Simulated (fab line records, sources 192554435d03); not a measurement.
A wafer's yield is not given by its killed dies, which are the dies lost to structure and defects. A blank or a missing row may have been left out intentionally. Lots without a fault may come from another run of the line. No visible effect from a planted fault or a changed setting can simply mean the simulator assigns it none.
A single fault, viewed from 3 desks :: flow n5-finfet :: each desk has only its own numbers; what lay behind them comes last

## THE DEFECT DESK
Lot by lot, what the route's inspections counted, given as the mean of those sampled wafers with a number. If a lot's mean is further than 4 standard deviations from the usual mean, the lot is out of limits and carries the mark OUT (the distance appears in the brackets).
Columns: A = raw-defect-count at N5_HKMG_FIN_INSPECT_14, usual 2.0
lot: L772
first seen here: day 4 14:41
A: 1.7

lot: L773
first seen here: day 5 00:47
A: 1.0

lot: L778
first seen here: day 6 10:02
A: 1.3

lot: L782
first seen here: day 7 09:17
A: 2.0

lot: L789
first seen here: day 9 02:22
A: 1.7

lot: L790
first seen here: day 9 04:20
A: 2.3
This desk's finding: nothing out of limits on any of the 6 lots.

## TOOL OWNER'S DESK, litho-track-02
The tool's own readings at N5_HKMG_FIN_COAT_85 (time 60 s, resist thk 300 nm): means of the sampled wafers that have a number, for each lot that ran on this tool. If a lot's mean is further than 4 standard deviations from the usual mean, the lot is out of limits and carries the mark OUT (the distance appears in the brackets).
Columns: A = spin-speed-rpm at N5_HKMG_FIN_COAT_85, usual 1499.9 rpm
lot: L772
first seen here: day 4 16:00
A: 1500.5

lot: L778
first seen here: day 6 12:02
A: 1680.1 (+99 or more) OUT

lot: L782
first seen here: day 7 10:47
A: 1680.0 (+99 or more) OUT
This desk's finding: out of limits on L778, L782; first on L778, day 6 12:02 (spin-speed-rpm at N5_HKMG_FIN_COAT_85). L772 stayed within limits.

## AT THE METROLOGY DESK
What the gauges read, lot by lot, whatever tool the lot ran on: means of the sampled wafers that have a number. If a lot's mean is further than 4 standard deviations from the usual mean, the lot is out of limits and carries the mark OUT (the distance appears in the brackets). Of its 11 readings 7 are shown: those that lie furthest out on some lot.
Columns: A = DIBL_N at N5_BEOL_M4_RC_MEAS_101, usual 35.9 mV/V; B = IOFF_N at N5_BEOL_M4_RC_MEAS_101, usual 0.153 nA/um; C = IOFF_P at N5_BEOL_M4_RC_MEAS_101, usual 0.208 nA/um; D = ION_P at N5_BEOL_M4_RC_MEAS_101, usual 462 uA/um; E = SS_P at N5_BEOL_M4_RC_MEAS_101, usual 73.3 mV/dec; F = VT_N at N5_BEOL_M4_RC_MEAS_101, usual 250.4 mV; G = VT_P at N5_BEOL_M4_RC_MEAS_101, usual -250.5 mV
lot: L772
first seen here: day 4 14:39
A: 33.2
B: 0.132
C: 0.190
D: 458
E: 72.9
F: 251.3
G: -250.5

lot: L773
first seen here: day 5 00:46
A: 37.6
B: 0.196
C: 0.278
D: 471
E: 74.5
F: 246.1
G: -244.0

lot: L778
first seen here: day 6 10:01
A: 36.1
B: 0.143
C: 0.196
D: 457
E: 73.3
F: 252.0
G: -252.4

lot: L782
first seen here: day 7 09:15
A: 35.8
B: 0.146
C: 0.204
D: 455
E: 73.9
F: 250.4
G: -249.2

lot: L789
first seen here: day 9 02:21
A: 33.9
B: 0.137
C: 0.219
D: 467
E: 73.4
F: 251.8
G: -248.6

lot: L790
first seen here: day 9 04:19
A: 35.4
B: 0.164
C: 0.209
D: 461
E: 73.4
F: 249.9
G: -251.4
This desk's finding: nothing out of limits on any of the 6 lots.

## TAKEN TOGETHER
At day 6 12:02, on L778, L782, the tool owner's desk was in a position to raise an alarm.
The defect desk saw nothing out of limits.
Metrology desk: nothing out of limits seen.
The defect desk has L778, L782 on record, within its limits.
The metrology desk has L778, L782 on record, within its limits.
The lots listed all ran N5_HKMG_FIN_COAT_85 on litho-track-02.

## WHAT THE SIMULATOR PUT IN
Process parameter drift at N5_HKMG_FIN_COAT_85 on litho-track-02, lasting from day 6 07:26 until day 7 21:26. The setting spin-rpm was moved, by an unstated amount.
Struck lots among those shown: L778, L782.
Hours from the fault's start to each desk's first reading out of limits: the tool owner's desk, 5.
